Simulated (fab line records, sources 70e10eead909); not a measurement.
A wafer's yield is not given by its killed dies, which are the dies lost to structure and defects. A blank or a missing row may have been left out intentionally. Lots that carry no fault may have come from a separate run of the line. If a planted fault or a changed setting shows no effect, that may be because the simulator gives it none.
Matching of chambers + flow nand harc + NHARC_A_CHANNEL_HOLE_D1_DEP_01 on pecvd-01 has 3 sister chambers
The step deposits SiON, target thk 140 nm. 20 wafers are shown with their chamber, then 10 later ones without.

== WAFERS WITH THEIR CHAMBER ==
| wafer  | chamber | heater power w (W) | susceptor temp C (C) |
|--------|---------|--------------------|----------------------|
| L075.2 | 1       | 701                | 400.33               |
| L075.4 | 2       | 708                | 400.06               |
| L075.5 | 0       | 849                | 399.93               |
| L076.4 | 2       | 689                | 400.23               |
| L076.5 | 0       | 827                | 399.97               |
| L076.6 | 1       | 819                | 400.03               |
| L080.3 | 2       | 788                | 399.95               |
| L080.5 | 2       | 770                | 399.62               |
| L080.6 | 0       | 802                | 400.22               |
| L081.1 | 2       | 771                | 400.23               |
| L081.4 | 2       | 758                | 400.11               |
| L081.6 | 1       | 778                | 399.76               |
| L083.1 | 1       | 829                | 400.15               |
| L083.4 | 2       | 691                | 399.56               |
| L083.5 | 1       | 690                | 399.81               |
| L086.2 | 0       | 827                | 400.22               |
| L086.4 | 2       | 769                | 400.18               |
| L086.6 | 1       | 742                | 400.00               |
| L089.1 | 0       | 853                | 399.97               |
| L089.2 | 1       | 818                | 400.38               |

SIGNATURES, as means of the wafers listed above
| reading          | chamber 0 | chamber 1 | chamber 2 | scatter within a chamber |
|------------------|-----------|-----------|-----------|--------------------------|
| heater power w   | 831.60    | 768.14    | 743.00    | 44.1                     |
| susceptor temp C | 400.0620  | 400.0657  | 399.9925  | 0.232                    |
Rule: a wafer's distance from a chamber is the root of the sum, over the readings, of the square of ((its reading less the chamber's mean) divided by the reading's scatter). If the next closest chamber is less than 2 further off than the closest, the wafer can't be placed; otherwise it belongs to the closest. The scatter is the square root of a quotient: the sum, over the shown wafers, of each reading's squared deviation from its chamber's mean, divided by wafers minus chambers.

== WAFERS WITHOUT THEIR CHAMBER ==
| wafer  | heater power w (W) | susceptor temp C (C) |
|--------|--------------------|----------------------|
| L089.4 | 701                | 400.01               |
| L090.2 | 819                | 400.01               |
| L090.3 | 772                | 400.19               |
| L090.5 | 785                | 400.14               |
| L093.1 | 804                | 400.12               |
| L093.4 | 723                | 399.77               |
| L093.6 | 823                | 399.99               |
| L097.1 | 739                | 400.36               |
| L097.2 | 737                | 399.77               |
| L097.4 | 731                | 400.30               |

== WHICH CHAMBER EACH WENT THROUGH ==
| wafer  | from the rows above          | in truth |
|--------|------------------------------|----------|
| L089.4 | can't be placed: 2 or 1      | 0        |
| L090.2 | can't be placed: 0 or 1 or 2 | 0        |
| L090.3 | can't be placed: 1 or 2 or 0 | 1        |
| L090.5 | can't be placed: 1 or 0 or 2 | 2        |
| L093.1 | can't be placed: 0 or 1 or 2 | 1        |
| L093.4 | can't be placed: 2 or 1 or 0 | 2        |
| L093.6 | can't be placed: 0 or 1 or 2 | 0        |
| L097.1 | can't be placed: 1 or 2 or 0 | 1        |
| L097.2 | can't be placed: 2 or 1 or 0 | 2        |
| L097.4 | can't be placed: 1 or 2 or 0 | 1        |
Placed correctly: 0 of 10. Cannot be placed on the basis of these rows: 10; the candidates contain the true chamber in 9. Placed wrongly: 0.
